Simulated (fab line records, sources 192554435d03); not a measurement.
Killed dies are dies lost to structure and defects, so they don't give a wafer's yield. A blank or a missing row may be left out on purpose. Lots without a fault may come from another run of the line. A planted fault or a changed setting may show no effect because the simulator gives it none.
Chamber matching | flow n5_finfet | N5_HKMG_FIN_DESCUM_17 on rie_diel-02: 4 sister chambers
The step chemistry O2, time 7.9 s. 16 wafers are shown with their chamber, then 8 later ones without.

WAFERS WITH THEIR CHAMBER
wafer  | chamber | drypump_motor_current_A (A) | showerhead_plenum_p_Torr (Torr) | throttle_valve_pct (%)
L076.1 | 2       | 5.2                         | 2.23                            | 20.38
L076.5 | 0       | 6.3                         | 2.14                            | 20.76
L076.6 | 3       | 5.7                         | 2.09                            | 20.61
L079.1 | 0       | 6.3                         | 2.14                            | 20.77
L079.2 | 3       | 5.7                         | 2.09                            | 20.61
L079.3 | 1       | 5.5                         | 2.08                            | 20.76
L081.1 | 3       | 5.7                         | 2.08                            | 20.64
L081.2 | 0       | 6.4                         | 2.14                            | 20.77
L081.4 | 2       | 5.2                         | 2.23                            | 20.41
L085.3 | 2       | 5.2                         | 2.23                            | 20.41
L085.5 | 0       | 6.3                         | 2.14                            | 20.78
L085.6 | 1       | 5.5                         | 2.07                            | 20.74
L086.1 | 0       | 6.4                         | 2.14                            | 20.80
L086.2 | 2       | 5.2                         | 2.22                            | 20.42
L086.4 | 0       | 6.3                         | 2.14                            | 20.80
L087.4 | 1       | 5.4                         | 2.07                            | 20.77

SIGNATURES (means of the wafers above)
reading                  | chamber 0 | chamber 1 | chamber 2 | chamber 3 | scatter within a chamber
drypump_motor_current_A  | 6.333     | 5.467     | 5.200     | 5.700     | 0.0408
showerhead_plenum_p_Torr | 2.1400    | 2.0733    | 2.2275    | 2.0867    | 0.00417
throttle_valve_pct       | 20.7800   | 20.7567   | 20.4050   | 20.6200   | 0.0167
Rule: a wafer's distance from a chamber is the root of the sum, over the readings, of the square of ((its reading less the chamber's mean) divided by the reading's scatter). The wafer belongs to the nearest chamber; if the next one is less than 2 further off, it can't be placed. The scatter: the root of (the sum of the squares of (reading less its chamber's mean) over the shown wafers, divided by (wafers less chambers)).

WAFERS WITHOUT THEIR CHAMBER
wafer  | drypump_motor_current_A (A) | showerhead_plenum_p_Torr (Torr) | throttle_valve_pct (%)
L087.5 | 6.3                         | 2.14                            | 20.78
L087.6 | 5.2                         | 2.22                            | 20.42
L088.1 | 5.2                         | 2.22                            | 20.42
L088.2 | 6.3                         | 2.14                            | 20.78
L088.4 | 5.7                         | 2.08                            | 20.32
L095.1 | 5.2                         | 2.22                            | 20.44
L095.5 | 5.2                         | 2.22                            | 20.45
L095.6 | 5.7                         | 2.08                            | 20.35

WHICH CHAMBER EACH WENT THROUGH
wafer  | from the rows above | in truth
L087.5 | 0                   | 0
L087.6 | 2                   | 2
L088.1 | 2                   | 2
L088.2 | 0                   | 0
L088.4 | 3                   | 3
L095.1 | 2                   | 2
L095.5 | 2                   | 2
L095.6 | 3                   | 3
Placed correctly: 8 of 8. Can't be placed from these rows: 0. Placed wrongly: 0.
